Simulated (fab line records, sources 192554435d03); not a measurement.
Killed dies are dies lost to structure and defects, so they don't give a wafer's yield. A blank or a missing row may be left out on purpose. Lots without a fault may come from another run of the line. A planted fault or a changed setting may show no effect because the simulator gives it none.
Split-lot experiment | flow n5_finfet | 7 lots, 39 wafers read, on a route of 1938 steps

THE SPLIT
At N5_DUMMY_GATE_ETCH_32 (etches SiO2 in CF4, target depth 3.5 nm, time 3.9 s), the setting time_s was moved away from the recipe's 3.9 s on 12 of the 39 wafers read, by -14.2% to +15.7%. The other wafers ran this setting at the recipe's value.

The reading is taken at the split's own step.

THE READING
etch.depth_nm (the simulator's own value, which no gauge read), in nm, at N5_DUMMY_GATE_ETCH_32 (etches SiO2 in CF4, target depth 3.5 nm, time 3.9 s). The file gives no usual value for it. The 27 wafers here that ran the recipe average 3.513 nm, standard deviation 0.083 nm.

wafer  | tool, chamber at the split | time_s as run, s | against the recipe | etch.depth_nm, nm | against lot-mates on the recipe
L078.1 | rie_si-04, 2               | 3.9              | recipe             | 3.572             | -
L078.2 | rie_si-04, 3               | 3.9              | recipe             | 3.608             | -
L078.3 | rie_si-04, 1               | 3.9              | recipe             | 3.496             | -
L078.4 | rie_si-04, 0               | 3.9              | recipe             | 3.434             | -
L078.5 | rie_si-04, 3               | 3.9              | recipe             | 3.614             | -
L078.6 | rie_si-04, 0               | 3.9              | recipe             | 3.441             | -
L082.2 | rie_si-05, 2               | 3.9              | recipe             | 3.528             | -
L082.3 | rie_si-05, 0               | 3.9              | recipe             | 3.656             | -
L082.6 | rie_si-05, 2               | 3.9              | recipe             | 3.562             | -
L084.1 | rie_si-01, 3               | 3.9              | recipe             | 3.565             | -
L084.2 | rie_si-01, 2               | 3.9              | recipe             | 3.464             | -
L084.3 | rie_si-01, 0               | 3.9              | recipe             | 3.45              | -
L084.4 | rie_si-01, 1               | 3.9              | recipe             | 3.426             | -
L084.5 | rie_si-01, 0               | 3.9              | recipe             | 3.438             | -
L084.6 | rie_si-01, 3               | 3.9              | recipe             | 3.561             | -
L087.1 | rie_si-01, 0               | 3.346            | -14.2%             | 2.987             | -0.522
L087.2 | rie_si-01, 2               | 3.9              | recipe             | 3.49              | -
L087.3 | rie_si-01, 1               | 3.9              | recipe             | 3.428             | -
L087.4 | rie_si-01, 3               | 3.346            | -14.2%             | 3.058             | -0.451
L087.5 | rie_si-01, 0               | 3.346            | -14.2%             | 2.971             | -0.538
L087.6 | rie_si-01, 3               | 3.9              | recipe             | 3.61              | -
L088.1 | rie_si-04, 2               | 3.9              | recipe             | 3.528             | -
L088.2 | rie_si-04, 3               | 4.511            | +15.7%             | 4.126             | +0.658
L088.3 | rie_si-04, 1               | 3.9              | recipe             | 3.439             | -
L088.4 | rie_si-04, 0               | 3.9              | recipe             | 3.437             | -
L088.5 | rie_si-04, 2               | 4.511            | +15.7%             | 4.107             | +0.639
L088.6 | rie_si-04, 1               | 4.511            | +15.7%             | 4.012             | +0.544
L092.1 | rie_si-01, 3               | 4.335            | +11.2%             | 3.917             | +0.502
L092.2 | rie_si-01, 1               | 3.9              | recipe             | 3.405             | -
L092.3 | rie_si-01, 2               | 3.9              | recipe             | 3.46              | -
L092.4 | rie_si-01, 0               | 4.335            | +11.2%             | 3.797             | +0.382
L092.5 | rie_si-01, 1               | 3.9              | recipe             | 3.379             | -
L092.6 | rie_si-01, 0               | 4.335            | +11.2%             | 3.81              | +0.395
L096.1 | rie_si-05, 3               | 3.591            | -7.9%              | 3.111             | -0.508
L096.2 | rie_si-05, 2               | 3.9              | recipe             | 3.601             | -
L096.3 | rie_si-05, 1               | 3.9              | recipe             | 3.558             | -
L096.4 | rie_si-05, 0               | 3.591            | -7.9%              | 3.404             | -0.215
L096.5 | rie_si-05, 1               | 3.591            | -7.9%              | 3.291             | -0.328
L096.6 | rie_si-05, 0               | 3.9              | recipe             | 3.698             | -

THE FIT
A straight line over all 39 wafers: etch.depth_nm changes by +0.0342 nm for each +1% of time_s; r = +0.95; the points scatter about the line by 0.085 nm.
The same after taking each lot's own level away (the mean of its wafers on the recipe; 39 wafers): +0.0383 nm for each +1%; r = +0.97; scatter 0.069 nm.
On that fit, the largest move of time_s shifts the reading by 0.6 nm.
The lots' own levels span 3.4147 to 3.6190 nm, that is 2.5 times the standard deviation above.
So the lot-to-lot level changes the slope: the two fits differ.
Check: with one of the wafers moved furthest among these (+15.7%) left out of the fit, the line predicts +0.591 nm for it against its lot-mates. It came out at +0.658 nm against them.

OTHER SPLITS ON THESE WAFERS
These wafers also went through other splits before the reading. Each is held against what the fit with the lots' levels taken away leaves over:
other split on the same wafers  | wafers away from the commonest value | r with etch.depth_nm (lot level and that fit taken away)
N5_WELL_APT_EXPOSE_05 dose_mj   | 6                                    | +0.10
N5_DUMMY_GATE_EXPOSE_12 dose_mj | 18                                   | +0.14

THE FILE'S OWN FIT
etch.depth_nm changes by +0.0383 nm for each +1% of time_s, r = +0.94.
